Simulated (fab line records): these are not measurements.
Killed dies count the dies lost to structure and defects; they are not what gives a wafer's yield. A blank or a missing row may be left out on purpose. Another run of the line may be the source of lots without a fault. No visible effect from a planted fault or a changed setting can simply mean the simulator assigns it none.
Which tool did it? / flow nand-harc / 13 lots with 39 wafers sampled at 4 steps, on a route of 1159 steps

== WHAT EACH GAUGE READ, for each wafer ==
No reading from a measuring or inspecting step in the record can be judged against a usual standard deviation.

== EACH LOT AND THE TOOL THAT RAN IT (in order: tool; ch and the chambers of the sampled wafers; start) ==
lot=L802; NHARC_A_CONTACT_ETCH_138=har-cap-etch-01 ch 0,1, day 16 23:19; NHARC_A_CONTACT_ETCH_110=rie-diel-02 ch 1,2,3, day 17 00:25; NHARC_A_CONTACT_ALD_18=ald-metal-03 ch 1,2,3, day 17 01:04; NHARC_A_BLC_SOFTBAKE_05=litho-track-04 ch 0, day 17 06:00
lot=L805; NHARC_A_CONTACT_ETCH_138=har-cap-etch-01 ch 0,1, day 17 01:37; NHARC_A_CONTACT_ETCH_110=rie-diel-03 ch 0,1,3, day 17 02:59; NHARC_A_CONTACT_ALD_18=ald-metal-03 ch 0,2,3, day 17 03:38; NHARC_A_BLC_SOFTBAKE_05=litho-track-06 ch 0, day 17 13:00
lot=L806; NHARC_A_CONTACT_ETCH_138=har-cap-etch-01 ch 0, day 18 02:23; NHARC_A_CONTACT_ETCH_110=rie-diel-11 ch 0,3, day 18 04:58; NHARC_A_CONTACT_ALD_18=ald-metal-03 ch 0,1,2, day 18 05:43; NHARC_A_BLC_SOFTBAKE_05=litho-track-06 ch 0, day 18 10:00
lot=L808; NHARC_A_CONTACT_ETCH_138=har-cap-etch-02 ch 0,1, day 18 07:44; NHARC_A_CONTACT_ETCH_110=rie-diel-11 ch 1,2,3, day 18 08:47; NHARC_A_CONTACT_ALD_18=ald-metal-04 ch 0,1,3, day 18 09:26; NHARC_A_BLC_SOFTBAKE_05=litho-track-04 ch 0, day 18 11:00
lot=L807; NHARC_A_CONTACT_ETCH_138=har-cap-etch-01 ch 0,1, day 18 09:04; NHARC_A_CONTACT_ETCH_110=rie-diel-02 ch 0,3, day 18 10:07; NHARC_A_CONTACT_ALD_18=ald-metal-02 ch 0,1,3, day 18 10:52; NHARC_A_BLC_SOFTBAKE_05=litho-track-06 ch 0, day 18 12:00
lot=L810; NHARC_A_CONTACT_ETCH_138=har-cap-etch-03 ch 0,1, day 19 05:49; NHARC_A_CONTACT_ETCH_110=rie-diel-03 ch 1,2, day 19 07:07; NHARC_A_CONTACT_ALD_18=ald-metal-02 ch 2,3, day 19 09:10; NHARC_A_BLC_SOFTBAKE_05=litho-track-06 ch 0, day 19 12:00
lot=L811; NHARC_A_CONTACT_ETCH_138=har-cap-etch-03 ch 0,1, day 19 09:44; NHARC_A_CONTACT_ETCH_110=rie-diel-02 ch 0,2,3, day 19 10:50; NHARC_A_CONTACT_ALD_18=ald-metal-04 ch 0,3, day 19 11:33; NHARC_A_BLC_SOFTBAKE_05=litho-track-04 ch 0, day 19 13:00
lot=L812; NHARC_A_CONTACT_ETCH_138=har-cap-etch-03 ch 0,1, day 19 18:05; NHARC_A_CONTACT_ETCH_110=rie-diel-03 ch 2,3, day 19 19:13; NHARC_A_CONTACT_ALD_18=ald-metal-04 ch 1,2,3, day 19 19:53; NHARC_A_BLC_SOFTBAKE_05=litho-track-06 ch 0, day 19 21:00
lot=L816; NHARC_A_CONTACT_ETCH_138=har-cap-etch-02 ch 0,1, day 20 22:49; NHARC_A_CONTACT_ETCH_110=rie-diel-11 ch 0,1,3, day 21 00:12; NHARC_A_CONTACT_ALD_18=ald-metal-03 ch 0,1,2, day 21 01:01; NHARC_A_BLC_SOFTBAKE_05=litho-track-04 ch 0, day 21 05:00
lot=L821; NHARC_A_CONTACT_ETCH_138=har-cap-etch-01 ch 0,1, day 21 10:43; NHARC_A_CONTACT_ETCH_110=rie-diel-02 ch 0,2, day 21 11:59; NHARC_A_CONTACT_ALD_18=ald-metal-02 ch 0,1,2, day 21 12:39; NHARC_A_BLC_SOFTBAKE_05=litho-track-04 ch 0, day 21 18:00
lot=L823; NHARC_A_CONTACT_ETCH_138=har-cap-etch-03 ch 0,1, day 22 16:56; NHARC_A_CONTACT_ETCH_110=rie-diel-11 ch 1,2, day 22 17:55; NHARC_A_CONTACT_ALD_18=ald-metal-03 ch 0,3, day 22 18:34; NHARC_A_BLC_SOFTBAKE_05=litho-track-01 ch 0, day 22 20:00
lot=L824; NHARC_A_CONTACT_ETCH_138=har-cap-etch-02 ch 0,1, day 22 17:01; NHARC_A_CONTACT_ETCH_110=rie-diel-02 ch 0,1,2, day 22 18:04; NHARC_A_CONTACT_ALD_18=ald-metal-04 ch 0,2,3, day 22 18:44; NHARC_A_BLC_SOFTBAKE_05=litho-track-01 ch 0, day 22 20:00
lot=L825; NHARC_A_CONTACT_ETCH_138=har-cap-etch-02 ch 0,1, day 22 19:56; NHARC_A_CONTACT_ETCH_110=rie-diel-03 ch 0,1,3, day 22 20:59; NHARC_A_CONTACT_ALD_18=ald-metal-03 ch 1,2,3, day 22 21:37; NHARC_A_BLC_SOFTBAKE_05=litho-track-01 ch 0, day 23 02:00
- NHARC_A_CONTACT_ETCH_138: etches the open film in C4F8/O2/Ar, time 132 s, target depth 1289 nm.
- NHARC_A_CONTACT_ETCH_110: etches the open film in CF4/O2, target depth 50 nm, overetch 5 nm, time 27.5 s.
- NHARC_A_CONTACT_ALD_18: deposits TiN, target thk 3 nm, pulse time 1 s, ald cycles 150.
- NHARC_A_BLC_SOFTBAKE_05: time 55 s.

== AS READ BY THE TOOLS THEMSELVES (means over the sampled wafers that have a number; for cases with no such wafer, the mark the record gives instead) ==
NHARC_A_CONTACT_ETCH_110.
lot=L802; tool=rie-diel-02; drypump-motor-current-A (A)=5.4; oes_f_703_au (a.u.)=1.000; oes-product-au (a.u.)=0.997; rf-vpp-V (V)=197.5; showerhead-plenum-p-Torr (Torr)=1.31; throttle-valve-pct (%)=13.393
lot=L805; tool=rie-diel-03; drypump-motor-current-A (A)=5.8; oes_f_703_au (a.u.)=1.000; oes-product-au (a.u.)=1.011; rf-vpp-V (V)=198.1; showerhead-plenum-p-Torr (Torr)=1.35; throttle-valve-pct (%)=13.392
lot=L806; tool=rie-diel-11; drypump-motor-current-A (A)=5.9; oes_f_703_au (a.u.)=0.999; oes-product-au (a.u.)=0.992; rf-vpp-V (V)=197.0; showerhead-plenum-p-Torr (Torr)=1.29; throttle-valve-pct (%)=13.408
lot=L808; tool=rie-diel-11; drypump-motor-current-A (A)=5.8; oes_f_703_au (a.u.)=1.003; oes-product-au (a.u.)=0.991; rf-vpp-V (V)=197.2; showerhead-plenum-p-Torr (Torr)=1.30; throttle-valve-pct (%)=13.391
lot=L807; tool=rie-diel-02; drypump-motor-current-A (A)=5.4; oes_f_703_au (a.u.)=1.003; oes-product-au (a.u.)=0.990; rf-vpp-V (V)=197.6; showerhead-plenum-p-Torr (Torr)=1.32; throttle-valve-pct (%)=13.407
lot=L810; tool=rie-diel-03; drypump-motor-current-A (A)=5.4; oes_f_703_au (a.u.)=1.002; oes-product-au (a.u.)=1.003; rf-vpp-V (V)=199.6; showerhead-plenum-p-Torr (Torr)=1.39; throttle-valve-pct (%)=13.394
lot=L811; tool=rie-diel-02; drypump-motor-current-A (A)=5.2; oes_f_703_au (a.u.)=0.999; oes-product-au (a.u.)=0.993; rf-vpp-V (V)=197.3; showerhead-plenum-p-Torr (Torr)=1.32; throttle-valve-pct (%)=13.403
lot=L812; tool=rie-diel-03; drypump-motor-current-A (A)=6.3; oes_f_703_au (a.u.)=0.995; oes-product-au (a.u.)=0.996; rf-vpp-V (V)=197.3; showerhead-plenum-p-Torr (Torr)=1.34; throttle-valve-pct (%)=13.394
lot=L816; tool=rie-diel-11; drypump-motor-current-A (A)=5.9; oes_f_703_au (a.u.)=1.001; oes-product-au (a.u.)=0.995; rf-vpp-V (V)=196.9; showerhead-plenum-p-Torr (Torr)=1.31; throttle-valve-pct (%)=13.400
lot=L821; tool=rie-diel-02; drypump-motor-current-A (A)=4.9; oes_f_703_au (a.u.)=0.996; oes-product-au (a.u.)=1.013; rf-vpp-V (V)=197.6; showerhead-plenum-p-Torr (Torr)=1.35; throttle-valve-pct (%)=13.396
lot=L823; tool=rie-diel-11; drypump-motor-current-A (A)=6.1; oes_f_703_au (a.u.)=1.001; oes-product-au (a.u.)=0.984; rf-vpp-V (V)=197.5; showerhead-plenum-p-Torr (Torr)=1.31; throttle-valve-pct (%)=13.395
lot=L824; tool=rie-diel-02; drypump-motor-current-A (A)=5.1; oes_f_703_au (a.u.)=1.000; oes-product-au (a.u.)=1.000; rf-vpp-V (V)=197.0; showerhead-plenum-p-Torr (Torr)=1.33; throttle-valve-pct (%)=13.388
lot=L825; tool=rie-diel-03; drypump-motor-current-A (A)=5.7; oes_f_703_au (a.u.)=1.002; oes-product-au (a.u.)=1.003; rf-vpp-V (V)=198.5; showerhead-plenum-p-Torr (Torr)=1.34; throttle-valve-pct (%)=13.411

NHARC_A_CONTACT_ALD_18.
lot=L802; tool=ald-metal-03; heater-power-w (W)=971; precursor-pulse-height-rel=0.984
lot=L805; tool=ald-metal-03; heater-power-w (W)=990; precursor-pulse-height-rel=0.983
lot=L806; tool=ald-metal-03; heater-power-w (W)=1043; precursor-pulse-height-rel=1.004
lot=L808; tool=ald-metal-04; heater-power-w (W)=1107; precursor-pulse-height-rel=1.007
lot=L807; tool=ald-metal-02; heater-power-w (W)=1144; precursor-pulse-height-rel=1.002
lot=L810; tool=ald-metal-02; heater-power-w (W)=1091; precursor-pulse-height-rel=0.966
lot=L811; tool=ald-metal-04; heater-power-w (W)=1242; precursor-pulse-height-rel=1.001
lot=L812; tool=ald-metal-04; heater-power-w (W)=1064; precursor-pulse-height-rel=1.004
lot=L816; tool=ald-metal-03; heater-power-w (W)=1043; precursor-pulse-height-rel=1.011
lot=L821; tool=ald-metal-02; heater-power-w (W)=1163; precursor-pulse-height-rel=1.005
lot=L823; tool=ald-metal-03; heater-power-w (W)=953; precursor-pulse-height-rel=1.017
lot=L824; tool=ald-metal-04; heater-power-w (W)=1170; precursor-pulse-height-rel=0.997
lot=L825; tool=ald-metal-03; heater-power-w (W)=954; precursor-pulse-height-rel=0.988

NHARC_A_BLC_SOFTBAKE_05.
lot=L802; tool=litho-track-04; heater-power-total-W (W)=188.39
lot=L805; tool=litho-track-06; heater-power-total-W (W)=188.35
lot=L806; tool=litho-track-06; heater-power-total-W (W)=188.43
lot=L808; tool=litho-track-04; heater-power-total-W (W)=188.39
lot=L807; tool=litho-track-06; heater-power-total-W (W)=188.39
lot=L810; tool=litho-track-06; heater-power-total-W (W)=188.36
lot=L811; tool=litho-track-04; heater-power-total-W (W)=188.51
lot=L812; tool=litho-track-06; heater-power-total-W (W)=188.51
lot=L816; tool=litho-track-04; heater-power-total-W (W)=202.15
lot=L821; tool=litho-track-04; heater-power-total-W (W)=202.43
lot=L823; tool=litho-track-01; heater-power-total-W (W)=188.37
lot=L824; tool=litho-track-01; heater-power-total-W (W)=188.40
lot=L825; tool=litho-track-01; heater-power-total-W (W)=188.45

== THE ANSWER, worked out from the rows above alone ==
Rule: the lots themselves supply what counts as usual. The widest of any qualifying gaps counts: lots, ordered by their means at a reading, are off when they make up no more than a third of the lots, leave a main group of 4 or more, and stand apart from it by 3 or more times the standard deviation of that group's means. Not used: any main group whose means are identical at the precision the tables above print for the reading. Also off: a lot with no number at a reading for which 4 or more lots have one. Where the step has rows for the other lots, those lots are counted as sound. Order of review: gauges by route order, followed by the tools' own readings, for which a lot's mean as printed above is used. At the first step where some lot is off, the reading lying furthest off is the one used; lots without a number count as furthest.
Off at NHARC_A_BLC_SOFTBAKE_05 (heater-power-total-W): L816, L821. Mean 188.41 W and standard deviation 0.053 in the main group.
A tool fits if, at that step or a process step before it, it ran every lot that is off, and no sound lot after the first of them. One fits: NHARC_A_BLC_SOFTBAKE_05 on litho-track-04. A fault onset in the window from L811 (day 19 13:00, its last sound lot) to L816 (day 21 05:00, its first lot off) fits.
On the lots that are off, the tool's own readings at NHARC_A_BLC_SOFTBAKE_05 differ by more than 5 times the standard deviation of the sound lots' means, which bears it out; heater-power-total-W reads 202.29 W there versus 188.41 W on the sound lots.

== WHAT THE SIMULATOR PUT IN ==
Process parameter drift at NHARC_A_BLC_SOFTBAKE_05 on litho-track-04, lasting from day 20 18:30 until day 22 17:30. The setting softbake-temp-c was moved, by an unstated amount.
Struck lots among those shown: L816, L821. The same result came from the rule above.
